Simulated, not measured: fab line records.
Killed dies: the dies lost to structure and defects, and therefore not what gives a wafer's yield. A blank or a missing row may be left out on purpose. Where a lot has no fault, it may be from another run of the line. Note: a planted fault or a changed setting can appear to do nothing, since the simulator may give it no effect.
Which tool did it? / flow n5_finfet / Sampling: 10 lots, 29 wafers, 5 of 1938 route steps

## WHAT THE GAUGES SHOWED, per wafer
N5_ILD0_THK_MEAS_04.
lot=L347; measured=day 3 17:55; on=film_metro-01; thk_nm (nm)=199.9 197.5 198.8
lot=L348; measured=day 3 23:04; on=film_metro-01; thk_nm (nm)=199.0 198.1 196.1
lot=L350; measured=day 4 10:51; on=film_metro-01; thk_nm (nm)=199.5 197.5 199.2
lot=L353; measured=day 5 06:09; on=film_metro-02; thk_nm (nm)=196.7 198.9 199.0
lot=L357; measured=day 6 02:24; on=film_metro-01; thk_nm (nm)=198.1 198.6 197.9
lot=L359; measured=day 6 15:09; on=film_metro-01; thk_nm (nm)=200.0 198.0 198.7
lot=L360; measured=day 6 18:37; on=film_metro-01; thk_nm (nm)=196.2 198.3 197.8
lot=L362; measured=day 7 07:05; on=film_metro-02; thk_nm (nm)=199.1 197.4 199.8
lot=L367; measured=day 8 13:27; on=film_metro-01; thk_nm (nm)=196.2 197.7
lot=L370; measured=day 9 08:13; on=film_metro-02; thk_nm (nm)=195.9 198.8 198.4

N5_BEOL_M4_RC_MEAS_101.
lot=L347; measured=day 9 21:41; on=prober-01; DIBL_N (mV/V)=34.6 36.1 36.3; DIBL_P (mV/V)=35.2 38.3 37.0; IOFF_N (nA/um)=0.14 0.16 0.15; IOFF_P (nA/um)=0.17 0.23 0.20; ION_N (uA/um)=671 682 672; ION_P (uA/um)=456 465 457; SS_N (mV/dec)=70.7 71.6 71.6; SS_P (mV/dec)=72.3 73.7 73.0; VT_N (mV)=253 247 250; VT_P (mV)=-252.2 -250.2 -252.8
lot=L348; measured=day 9 21:16; on=prober-02; DIBL_N (mV/V)=36.9 39.7 34.5; DIBL_P (mV/V)=37.1 39.7 34.6; IOFF_N (nA/um)=0.17 0.26 0.13; IOFF_P (nA/um)=0.23 0.29 0.19; ION_N (uA/um)=666 687 652; ION_P (uA/um)=460 468 454; SS_N (mV/dec)=72.4 72.9 70.9; SS_P (mV/dec)=73.1 74.1 72.6; VT_N (mV)=251 242 254; VT_P (mV)=-250.3 -244.7 -249.8
lot=L350; measured=day 9 07:34; on=prober-01; DIBL_N (mV/V)=32.4 35.1 32.7; DIBL_P (mV/V)=33.8 37.2 34.3; IOFF_N (nA/um)=0.14 0.17 0.13; IOFF_P (nA/um)=0.19 0.22 0.19; ION_N (uA/um)=693 689 660; ION_P (uA/um)=480 469 456; SS_N (mV/dec)=70.5 71.8 70.1; SS_P (mV/dec)=72.1 73.7 72.4; VT_N (mV)=248 249 253; VT_P (mV)=-247.9 -249.8 -251.4
lot=L353; measured=day 10 03:37; on=prober-02; DIBL_N (mV/V)=37.1 33.7 34.2; DIBL_P (mV/V)=37.6 33.6 33.7; IOFF_N (nA/um)=0.19 0.13 0.14; IOFF_P (nA/um)=0.25 0.19 0.19; ION_N (uA/um)=682 674 671; ION_P (uA/um)=470 470 470; SS_N (mV/dec)=72.1 70.5 71.0; SS_P (mV/dec)=74.1 72.3 72.5; VT_N (mV)=244 250 249; VT_P (mV)=-246.7 -251.4 -250.2
lot=L357; measured=day 11 03:56; on=prober-01; DIBL_N (mV/V)=34.8 36.1 32.9; DIBL_P (mV/V)=33.7 36.5 31.7; IOFF_N (nA/um)=0.14 0.16 0.11; IOFF_P (nA/um)=0.21 0.24 0.18; ION_N (uA/um)=670 689 659; ION_P (uA/um)=464 477 467; SS_N (mV/dec)=71.2 72.0 70.0; SS_P (mV/dec)=73.4 73.3 72.3; VT_N (mV)=247 248 249; VT_P (mV)=-249.1 -247.5 -249.1
lot=L359; measured=day 12 13:59; on=prober-02; DIBL_N (mV/V)=37.4 37.4 35.4; DIBL_P (mV/V)=36.6 37.6 35.2; IOFF_N (nA/um)=0.16 0.16 0.13; IOFF_P (nA/um)=0.20 0.21 0.19; ION_N (uA/um)=685 696 676; ION_P (uA/um)=459 471 466; SS_N (mV/dec)=71.6 71.8 71.3; SS_P (mV/dec)=72.4 73.2 72.6; VT_N (mV)=248 249 251; VT_P (mV)=-250.5 -248.8 -250.7
lot=L360; measured=day 12 22:55; on=prober-02; DIBL_N (mV/V)=33.3 35.7 37.1; DIBL_P (mV/V)=30.8 33.8 35.7; IOFF_N (nA/um)=0.14 0.18 0.20; IOFF_P (nA/um)=0.19 0.24 0.27; ION_N (uA/um)=660 678 709; ION_P (uA/um)=459 474 488; SS_N (mV/dec)=71.3 71.8 71.4; SS_P (mV/dec)=72.0 73.0 73.6; VT_N (mV)=252 246 245; VT_P (mV)=-249.0 -246.6 -243.7
lot=L362; measured=day 13 22:39; on=prober-01; DIBL_N (mV/V)=37.7 39.6 38.3; DIBL_P (mV/V)=39.2 40.3 38.9; IOFF_N (nA/um)=0.20 0.25 0.20; IOFF_P (nA/um)=0.25 0.26 0.24; ION_N (uA/um)=690 694 688; ION_P (uA/um)=472 473 468; SS_N (mV/dec)=71.7 72.6 72.4; SS_P (mV/dec)=73.4 74.0 73.3; VT_N (mV)=245 247 251; VT_P (mV)=-248.1 -247.4 -251.3
lot=L367; measured=day 15 09:31; on=prober-02; DIBL_N (mV/V)=36.8 35.5; DIBL_P (mV/V)=36.7 34.5; IOFF_N (nA/um)=0.18 0.15; IOFF_P (nA/um)=0.25 0.21; ION_N (uA/um)=694 689; ION_P (uA/um)=483 476; SS_N (mV/dec)=71.5 70.9; SS_P (mV/dec)=73.7 73.3; VT_N (mV)=249 252; VT_P (mV)=-247.9 -248.4
lot=L370; measured=day 16 15:31; on=prober-02; DIBL_N (mV/V)=34.3 34.5 34.6; DIBL_P (mV/V)=33.4 34.6 34.5; IOFF_N (nA/um)=0.14 0.14 0.14; IOFF_P (nA/um)=0.17 0.18 0.18; ION_N (uA/um)=669 678 672; ION_P (uA/um)=459 469 456; SS_N (mV/dec)=71.1 70.5 71.4; SS_P (mV/dec)=72.8 73.0 72.8; VT_N (mV)=250 250 250; VT_P (mV)=-252.5 -248.1 -248.1

## WHICH TOOL RAN EACH LOT (tool, then ch and the chambers of the sampled wafers, then the start)
lot=L347; N5_SD_EPI_P_STRIP_40=plasma_asher-01 ch 0,1, day 3 10:43; N5_SD_ACTIVATION_LSA_01=laser_anneal-01 ch 0, day 3 14:42; N5_ILD0_CMP_12=cmp-01 ch 0,2,3, day 3 21:11
lot=L348; N5_SD_EPI_P_STRIP_40=plasma_asher-02 ch 0,1, day 3 16:29; N5_SD_ACTIVATION_LSA_01=laser_anneal-02 ch 0, day 3 19:38; N5_ILD0_CMP_12=cmp-01 ch 1,2, day 4 02:20
lot=L350; N5_SD_EPI_P_STRIP_40=plasma_asher-02 ch 0,1, day 4 04:31; N5_SD_ACTIVATION_LSA_01=laser_anneal-02 ch 0, day 4 07:41; N5_ILD0_CMP_12=cmp-02 ch 1,2, day 4 14:19
lot=L353; N5_SD_EPI_P_STRIP_40=plasma_asher-02 ch 0,1, day 4 22:51; N5_SD_ACTIVATION_LSA_01=laser_anneal-01 ch 0, day 5 02:55; N5_ILD0_CMP_12=cmp-04 ch 0,1, day 5 09:47
lot=L357; N5_SD_EPI_P_STRIP_40=plasma_asher-02 ch 0,1, day 5 19:13; N5_SD_ACTIVATION_LSA_01=laser_anneal-01 ch 0, day 5 23:10; N5_ILD0_CMP_12=cmp-01 ch 0,1, day 6 05:38
lot=L359; N5_SD_EPI_P_STRIP_40=plasma_asher-02 ch 0,1, day 6 08:10; N5_SD_ACTIVATION_LSA_01=laser_anneal-01 ch 0, day 6 11:23; N5_ILD0_CMP_12=cmp-04 ch 0,1,2, day 6 18:52
lot=L360; N5_SD_EPI_P_STRIP_40=plasma_asher-01 ch 0,1, day 6 12:12; N5_SD_ACTIVATION_LSA_01=laser_anneal-02 ch 0, day 6 15:22; N5_ILD0_CMP_12=cmp-01 ch 0,2,3, day 6 21:53
lot=L362; N5_SD_EPI_P_STRIP_40=plasma_asher-01 ch 0,1, day 7 00:42; N5_SD_ACTIVATION_LSA_01=laser_anneal-02 ch 0, day 7 03:52; N5_ILD0_CMP_12=cmp-01 ch 2,3, day 7 10:20
lot=L367; N5_SD_EPI_P_STRIP_40=plasma_asher-02 ch 0, day 8 04:07; N5_SD_ACTIVATION_LSA_01=laser_anneal-01 ch 0, day 8 09:12; N5_ILD0_CMP_12=cmp-04 ch 0,3, day 8 16:52
lot=L370; N5_SD_EPI_P_STRIP_40=plasma_asher-01 ch 0,1, day 9 00:38; N5_SD_ACTIVATION_LSA_01=laser_anneal-02 ch 0, day 9 04:39; N5_ILD0_CMP_12=cmp-04 ch 0,1, day 9 12:07
- N5_SD_EPI_P_STRIP_40: strips in N2/H2.
- N5_SD_ACTIVATION_LSA_01: time 0.0008 s.
- N5_ILD0_CMP_12: polishes SiNx, stops on poly-Si, t overpolish 6 s, target thk 17.67 nm.

## WHAT THE TOOLS THEMSELVES READ (means of the sampled wafers that have a number; where no wafer has one, the mark that the record gives instead)
N5_SD_EPI_P_STRIP_40.
lot=L347; tool=plasma_asher-01; drypump_motor_current_A (A)=5.4; h2_flow_sccm (sccm)=3247; heater_power_w (W)=329; oes_product_au (a.u.)=0.774
lot=L348; tool=plasma_asher-02; drypump_motor_current_A (A)=5.3; h2_flow_sccm (sccm)=3248; heater_power_w (W)=364; oes_product_au (a.u.)=0.775
lot=L350; tool=plasma_asher-02; drypump_motor_current_A (A)=5.6; h2_flow_sccm (sccm)=3248; heater_power_w (W)=393; oes_product_au (a.u.)=0.746
lot=L353; tool=plasma_asher-02; drypump_motor_current_A (A)=5.3; h2_flow_sccm (sccm)=3250; heater_power_w (W)=375; oes_product_au (a.u.)=0.760
lot=L357; tool=plasma_asher-02; drypump_motor_current_A (A)=5.5; h2_flow_sccm (sccm)=3241; heater_power_w (W)=395; oes_product_au (a.u.)=0.764
lot=L359; tool=plasma_asher-02; drypump_motor_current_A (A)=5.3; h2_flow_sccm (sccm)=3254; heater_power_w (W)=372; oes_product_au (a.u.)=0.760
lot=L360; tool=plasma_asher-01; drypump_motor_current_A (A)=5.3; h2_flow_sccm (sccm)=3253; heater_power_w (W)=300; oes_product_au (a.u.)=0.761
lot=L362; tool=plasma_asher-01; drypump_motor_current_A (A)=5.4; h2_flow_sccm (sccm)=3259; heater_power_w (W)=333; oes_product_au (a.u.)=0.754
lot=L367; tool=plasma_asher-02; drypump_motor_current_A (A)=5.0; h2_flow_sccm (sccm)=3247; heater_power_w (W)=342; oes_product_au (a.u.)=0.744
lot=L370; tool=plasma_asher-01; drypump_motor_current_A (A)=5.5; h2_flow_sccm (sccm)=3241; heater_power_w (W)=333; oes_product_au (a.u.)=0.750

N5_SD_ACTIVATION_LSA_01.
lot=L347 tool=laser_anneal-01 wafer_temp_C_max=1082.7
lot=L348 tool=laser_anneal-02 wafer_temp_C_max=1083.3
lot=L350 tool=laser_anneal-02 wafer_temp_C_max=1083.1
lot=L353 tool=laser_anneal-01 wafer_temp_C_max=1083.2
lot=L357 tool=laser_anneal-01 wafer_temp_C_max=1083.4
lot=L359 tool=laser_anneal-01 wafer_temp_C_max=1083.2
lot=L360 tool=laser_anneal-02 wafer_temp_C_max=1082.9
lot=L362 tool=laser_anneal-02 wafer_temp_C_max=1083.2
lot=L367 tool=laser_anneal-01 wafer_temp_C_max=1082.2
lot=L370 tool=laser_anneal-02 wafer_temp_C_max=1083.6

N5_ILD0_CMP_12.
lot=L347; tool=cmp-01; head_pressure_psi (psi)=2.500; motor_current_A (A)=10.3; overpolish_run_s (s)=5.998; slurry_filter_dp_kPa (kPa)=13.57; time_to_endpoint_s (s)=31
lot=L348; tool=cmp-01; head_pressure_psi (psi)=2.494; motor_current_A (A)=9.4; overpolish_run_s (s)=6.009; slurry_filter_dp_kPa (kPa)=13.62; time_to_endpoint_s (s)=27
lot=L350; tool=cmp-02; head_pressure_psi (psi)=2.502; motor_current_A (A)=9.1; overpolish_run_s (s)=5.996; slurry_filter_dp_kPa (kPa)=13.47; time_to_endpoint_s (s)=32
lot=L353; tool=cmp-04; head_pressure_psi (psi)=2.503; motor_current_A (A)=9.2; overpolish_run_s (s)=6.005; slurry_filter_dp_kPa (kPa)=13.73; time_to_endpoint_s (s)=30
lot=L357; tool=cmp-01; head_pressure_psi (psi)=2.499; motor_current_A (A)=8.5; overpolish_run_s (s)=5.996; slurry_filter_dp_kPa (kPa)=13.43; time_to_endpoint_s (s)=27
lot=L359; tool=cmp-04; head_pressure_psi (psi)=2.496; motor_current_A (A)=8.7; overpolish_run_s (s)=6.001; slurry_filter_dp_kPa (kPa)=13.55; time_to_endpoint_s (s)=29
lot=L360; tool=cmp-01; head_pressure_psi (psi)=2.502; motor_current_A (A)=9.8; overpolish_run_s (s)=6.005; slurry_filter_dp_kPa (kPa)=13.50; time_to_endpoint_s (s)=22
lot=L362; tool=cmp-01; head_pressure_psi (psi)=2.503; motor_current_A (A)=10.4; overpolish_run_s (s)=5.997; slurry_filter_dp_kPa (kPa)=13.43; time_to_endpoint_s (s)=23
lot=L367; tool=cmp-04; head_pressure_psi (psi)=2.504; motor_current_A (A)=9.2; overpolish_run_s (s)=5.997; slurry_filter_dp_kPa (kPa)=13.26; time_to_endpoint_s (s)=28
lot=L370; tool=cmp-04; head_pressure_psi (psi)=2.496; motor_current_A (A)=9.1; overpolish_run_s (s)=6.001; slurry_filter_dp_kPa (kPa)=13.35; time_to_endpoint_s (s)=28

## THE ANSWER, worked out from the rows above alone
Rule: the usual values come from the lots themselves. Put in order of their means at a reading, lots are off if they are a third of the lots or fewer, leave a main group of 4 or more, and stand apart from it by a gap of 3 or more times the standard deviation of the main group's means; of several such gaps the widest counts. A main group whose means are all the same, to the digits that the tables above print for the reading, isn't used. Also off: a lot with no number at a reading for which 4 or more lots have one. All remaining lots with rows at the step are treated as sound. First the gauges in route order, then the tools' own readings, where a lot's mean is used as printed above. The first step at which some lot is off is used, and at that step the reading that is off furthest; a lot without a number counts as furthest.
Nothing can be told from this: no lot is off at any reading shown.

## WHAT THE SIMULATOR HAD INSERTED
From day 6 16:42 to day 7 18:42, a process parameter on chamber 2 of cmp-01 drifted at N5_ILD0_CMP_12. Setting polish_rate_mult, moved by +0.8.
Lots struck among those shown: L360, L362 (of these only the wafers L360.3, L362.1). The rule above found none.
